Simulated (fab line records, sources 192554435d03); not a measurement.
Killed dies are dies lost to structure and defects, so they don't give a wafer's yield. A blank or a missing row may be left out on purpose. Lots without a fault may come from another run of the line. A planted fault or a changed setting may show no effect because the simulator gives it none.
fab line records | flow n5_finfet
record lots=11 wafers=33 last_day=16
route steps=1938 shown SD_EPI_N@294 SD_EPI_P@307 SDB@350
lots that met no fault: from a run of the same line without faults
start_h: hours from the record's first day to the start of the lot's first wafer shown | wait_h: hours since the lot's step before | " the same as in the row above | L1.1+2: a row that stands for several wafers | - no value, or no start given | * or withheld: withheld | < > ~ a bound
route shown NAME@n: a module of which the file shows steps, and the number in the route of the first | usual: mean/standard deviation of fault-free wafers | same: alike in all rows | chamber/n: place in a boat | sites: the reading at each site | _std_site: their standard deviation | _edge_site: outer sites' mean less inner sites' | radius_mm: how far each site lies from the wafer's centre | mask NAME#n: copy n | behind: the tool/chamber that last shaped the wafer | hold: why the lot was held/for how many hours/how that ended | device: the transistor (n, p or np) that didn't switch | end of line: the same wafers' tests at the end of the route | a step without rows: its recipe alone | killed: dies lost to structure and defects at the first sort, not the wafer's yield | map: a wafer's dies, x killed, . not, _ none there
set.NAME: the setting as run; set.NAME@STEP: as run at that earlier step | model.NAME: the simulator's own value behind a step, which no gauge read
steps of the route over a sample of lots; a table a step, a row a wafer
services: from which hour (start_h, from the record's first day; less than 0 if before it) a tool's chamber was out of use, for how many hours, and why
## steps
# step N5_SD_EPI_N_INSPECT_26
# recipe inspect_instrument=darkfield mode=post_epi
# usual raw_defect_count=211/40
# columns lot.wafer tool chamber start_h wait_h raw_defect_count
L190.1 defect_inspect-02 - 62.70 0.1 239
L190.4 " - " " 219
L190.5 " - " " 197
L193.3 defect_inspect-02 - 76.47 0.1 169
L193.5 " - " " 183
L193.6 " - " " 142
L194.2 defect_inspect-02 - 82.24 0.1 198
L194.4 " - " " 215
L194.5 " - " " 201
L195.3 defect_inspect-01 - 94.42 0.1 229
L195.5 " - " " 209
L195.6 " - " " 143
L196.1 defect_inspect-02 - 96.60 0.1 167
L196.3 " - " " 179
L196.5 " - " " 149
L199.2 defect_inspect-01 - 111.76 0.1 213
L199.3 " - " " 208
L199.6 " - " " 233
L198.2 defect_inspect-01 - 112.80 0.1 189
L198.5 " - " " 174
L198.6 " - " " 250
L201.1 defect_inspect-02 - 126.07 0.1 150
L201.2 " - " " 179
L201.3 " - " " 135
L202.1 defect_inspect-02 - 130.95 0.1 254
L202.3 " - " " 206
L202.5 " - " " 242
L205.3 defect_inspect-02 - 147.75 0.1 245
L205.5 " - " " 193
L205.6 " - " " 197
L210.3 defect_inspect-02 - 179.77 0.1 306
L210.4 " - " " 231
L210.5 " - " " 284
# step N5_SD_EPI_P_ETCH_36
# recipe chemistry=CF4 target=SiARC target_depth_a=455 mask_material=CAR-ArF-block time_s=75.8 ion_energy_ev=80 pressure_mtorr=40 source_w=545 bias_w=36 Ar_flow_sccm=100 cf4_flow_sccm=100 ends=cleared
# usual drypump_motor_current_A=5.5/0.4 etch_rf_on_time_s=74.9/1.2 oes_product_au=0.71/0.081 rf_vpp_V=184.4/1.4 showerhead_plenum_p_Torr=2.17/0.077 throttle_valve_pct=15.60/0.24
# columns lot.wafer tool chamber start_h wait_h drypump_motor_current_A etch_rf_on_time_s oes_product_au rf_hours_counter_h rf_vpp_V showerhead_plenum_p_Torr throttle_valve_pct
L190.1 rie_diel-03 2 63.10 0.0 5.4 73.3 0.76 51 185.6 2.26 15.74
L190.4 " 1 " " 5.9 75.6 0.81 6 184.5 2.19 15.41
L190.5 " 1 " " 5.9 75.4 0.81 - 182.7 2.19 15.39
L193.3 rie_diel-01 3 77.00 0.0 5.4 72.1 0.81 12 185.1 2.19 15.42
L193.5 " 3 " " 5.4 72.1 0.81 - 183.9 2.19 15.45
L193.6 " 2 " " 5.5 74.6 0.61 - 182.1 2.13 15.77
L194.2 rie_diel-01 0 82.64 0.0 5.1 74.9 0.79 23 186.0 2.27 15.44
L194.4 " 1 " " 6.0 75.4 0.82 1 186.4 2.28 15.05
L194.5 " 0 " " 5.1 74.7 0.78 - 184.3 2.27 15.44
L195.3 rie_diel-03 2 94.94 0.0 5.4 74.1 0.74 58 185.6 2.26 15.76
L195.5 " 1 " " 5.9 75.4 0.80 - 185.2 2.19 15.41
L195.6 " 0 " " 5.2 74.9 0.61 - 183.1 2.04 15.87
L196.1 rie_diel-03 1 97.12 0.0 5.9 75.2 0.79 14 187.2 2.19 15.42
L196.3 " 2 " " 5.4 73.8 0.75 59 185.4 2.26 15.77
L196.5 " 0 " " 5.2 74.4 0.62 - 181.6 2.04 15.87
L199.2 rie_diel-04 0 112.15 0.0 5.8 75.8 0.59 222 185.0 2.21 15.87
L199.3 " 2 " " 5.8 76.7 0.60 206 184.9 2.21 15.82
L199.6 " 2 " " 5.7 76.3 0.60 - 185.4 2.21 15.84
L198.2 rie_diel-03 2 113.48 0.0 5.4 74.7 0.74 64 185.4 2.26 15.76
L198.5 " 2 " " 5.4 74.3 0.73 - 186.1 2.26 15.76
L198.6 " 3 " " 4.8 76.2 0.75 - 183.8 2.09 15.66
L201.1 rie_diel-03 3 126.59 0.0 4.8 76.7 0.74 34 182.9 2.09 15.68
L201.2 " 1 " " 5.9 75.4 0.78 23 183.9 2.19 15.43
L201.3 " 0 " " 5.2 75.5 0.61 218 183.1 2.04 15.89
L202.1 rie_diel-01 2 131.47 0.0 5.5 74.5 0.60 233 184.2 2.12 15.82
L202.3 " 1 " " 6.0 74.4 0.77 17 185.9 2.27 15.09
L202.5 " 3 " " 5.4 72.2 0.78 - 185.2 2.18 15.46
L205.3 rie_diel-01 1 148.27 0.0 6.0 74.5 0.76 21 186.7 2.27 15.12
L205.5 " 3 " " 5.4 72.3 0.78 - 184.3 2.18 15.47
L205.6 " 0 " " 5.1 75.1 0.76 - 185.1 2.26 15.46
L210.3 rie_diel-04 3 180.29 0.0 6.5 76.7 0.60 214 183.7 2.04 15.74
L210.4 " 2 " " 5.7 76.0 0.59 - 185.1 2.20 15.87
L210.5 " 3 " " 6.5 75.8 0.61 - 183.3 2.04 15.73
# step N5_SD_EPI_P_SD_RECESS_17
# recipe chemistry=HBr/Cl2/O2 target_depth_a=391 bt_time_s=3 pressure_mtorr=10 icp_w=800 bias_w=112 HBr_flow_sccm=150 Cl2_flow_sccm=80 O2_flow_sccm=12
# usual drypump_motor_current_A=5.6/0.35 mfc_cl2_sccm=79.99/0.22 oes_product_au=0.996/0.012 throttle_valve_pct=37.09/0.27
# columns lot.wafer tool chamber start_h wait_h drypump_motor_current_A mfc_cl2_sccm oes_product_au rf_hours_counter_h throttle_valve_pct
L190.1 rie_si-02 2 63.75 0.0 5.5 80.33 0.999 120 37.45
L190.4 " 1 " " 5.5 80.04 0.998 86 36.91
L190.5 " 0 " " 6.3 80.18 1.009 - 36.80
L193.3 rie_si-02 3 77.65 0.0 5.9 79.97 1.014 34 36.70
L193.5 " 3 " " 6.0 79.69 1.008 - 36.69
L193.6 " 2 " " 5.5 79.86 0.995 - 37.42
L194.2 rie_si-02 2 83.29 0.0 5.6 79.98 0.995 121 37.45
L194.4 " 3 " " 5.9 80.29 1.011 34 36.70
L194.5 " 2 " " 5.6 80.09 0.995 - 37.44
L195.3 rie_si-02 3 95.59 0.0 5.9 79.89 1.013 34 36.70
L195.5 " 1 " " 5.5 79.68 0.991 - 36.90
L195.6 " 0 " " 6.4 80.10 1.002 - 36.79
L196.1 rie_si-04 3 97.77 0.0 5.7 79.87 0.986 121 37.13
L196.3 " 2 " " 5.4 80.25 0.993 7 37.19
L196.5 " 1 " " 4.9 80.02 0.984 - 37.16
L199.2 rie_si-06 2 112.81 0.0 5.5 79.61 1.013 7 37.40
L199.3 " 1 " " 5.6 79.76 1.017 3 36.75
L199.6 " 0 " " 5.9 80.04 0.981 - 36.92
L198.2 rie_si-04 1 114.13 0.0 4.9 79.97 0.993 145 37.18
L198.5 " 0 " " 5.7 79.69 0.993 - 37.39
L198.6 " 3 " " 5.7 80.41 0.987 - 37.14
L201.1 rie_si-02 2 127.24 0.0 5.5 79.88 1.006 121 37.44
L201.2 " 1 " " 5.5 80.08 0.991 87 36.89
L201.3 " 0 " " 6.3 80.22 1.002 25 36.79
L202.1 rie_si-06 1 132.12 0.0 5.6 80.11 1.022 4 36.74
L202.3 " 0 " " 5.9 80.14 0.983 190 36.93
L202.5 " 1 " " 5.6 79.93 1.018 - 36.76
L205.3 rie_si-04 1 148.93 0.0 4.9 80.32 0.988 145 37.16
L205.5 " 1 " " 4.9 79.92 0.993 - 37.15
L205.6 " 2 " " 5.4 80.25 0.986 - 37.21
L210.3 rie_si-06 2 180.94 0.0 5.6 80.03 1.021 9 37.40
L210.4 " 3 " " 5.5 80.02 0.981 121 37.35
L210.5 " 3 " " 5.5 79.98 0.983 - 37.34
# step N5_SDB_COAT_05
# recipe resist=CAR-ArF spin_rpm=1500 resist_thk_nm=90
# usual spin_speed_rpm=1499.7/1.1
# columns lot.wafer tool chamber start_h wait_h spin_speed_rpm
L190.1 litho_track-02 0 73.93 - 1501.9
L190.4 " 0 " " 1498.9
L190.5 " 0 " " 1502.6
L193.3 litho_track-03 0 87.97 - 1501.4
L193.5 " 0 " " 1499.5
L193.6 " 0 " " 1499.7
L194.2 litho_track-04 0 93.87 - 1501.1
L194.4 " 0 " " 1500.1
L194.5 " 0 " " 1499.8
L195.3 litho_track-03 0 105.81 - 1498.8
L195.5 " 0 " " 1498.7
L195.6 " 0 " " 1498.0
L196.1 litho_track-03 0 108.07 - 1595.6
L196.3 " 0 " " 1596.2
L196.5 " 0 " " 1596.7
L199.2 litho_track-02 0 123.32 - 1499.0
L199.3 " 0 " " 1498.4
L199.6 " 0 " " 1501.5
L198.2 litho_track-03 0 124.76 - 1596.2
L198.5 " 0 " " 1595.0
L198.6 " 0 " " 1594.7
L201.1 litho_track-04 0 138.28 - 1499.1
L201.2 " 0 " " 1498.0
L201.3 " 0 " " 1499.7
L202.1 litho_track-04 0 142.60 - 1500.7
L202.3 " 0 " " 1499.4
L202.5 " 0 " " 1499.8
L205.3 litho_track-02 0 160.46 - 1497.5
L205.5 " 0 " " 1497.9
L205.6 " 0 " " 1499.1
L210.3 litho_track-02 0 192.48 - 1499.6
L210.4 " 0 " " 1499.3
L210.5 " 0 " " 1500.4
## services
# columns tool chamber start_h hours kind
rie_diel-01 3 44.83 2.5 repair
rie_diel-01 1 58.19 - clean
rie_diel-01 1 58.19 - consumable_replace:focus_ring
rie_diel-01 1 58.19 - consumable_replace:showerhead
rie_diel-01 1 58.19 20.9 scheduled_down
rie_diel-01 1 58.19 20.9 vent_cycle
litho_track-04 - 68.97 - consumable_replace:filter
rie_diel-04 1 89.19 5.1 repair
rie_diel-01 0 102.36 22.0 repair
rie_diel-04 1 105.96 14.5 repair
rie_diel-04 3 120.72 9.8 repair
rie_si-04 - 133.87 0.3 repair
rie_si-06 3 134.24 2.9 repair
rie_diel-03 2 147.89 8.5 repair
rie_diel-04 - 150.63 0.2 repair
rie_diel-01 2 163.08 6.8 repair
rie_si-04 3 166.46 8.6 repair
litho_track-04 - 167.82 - consumable_replace:filter
litho_track-03 - 169.77 - consumable_replace:filter
rie_diel-04 0 179.56 5.8 repair
rie_si-04 1 183.93 3.2 repair
rie_diel-04 3 185.77 45.5 repair
rie_si-06 0 187.13 - clean
rie_si-06 0 187.13 17.6 scheduled_down
## key
first_sign step=N5_SDB_COAT_05 reading=spin_speed_rpm direction=up sigmas=85 usual=* struck=*
effect none on later readings
met_at N5_SDB_COAT_05
struck_lots L196,L198
rows_end L198.2,L198.5
not_acting_at N5_SD_EPI_N_INSPECT_26,N5_SD_EPI_P_ETCH_36,N5_SD_EPI_P_SD_RECESS_17
onset_between 105.81 108.07
fault kind=process_parameter_drift tool=litho_track-03 chamber=- onset_h=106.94 steps=N5_SDB_COAT_05 channel=spin_rpm offset=* shape=step acts_in=* stated=*
# rows_end: these wafers met a further fault down the route, and their rows from its step on are left out
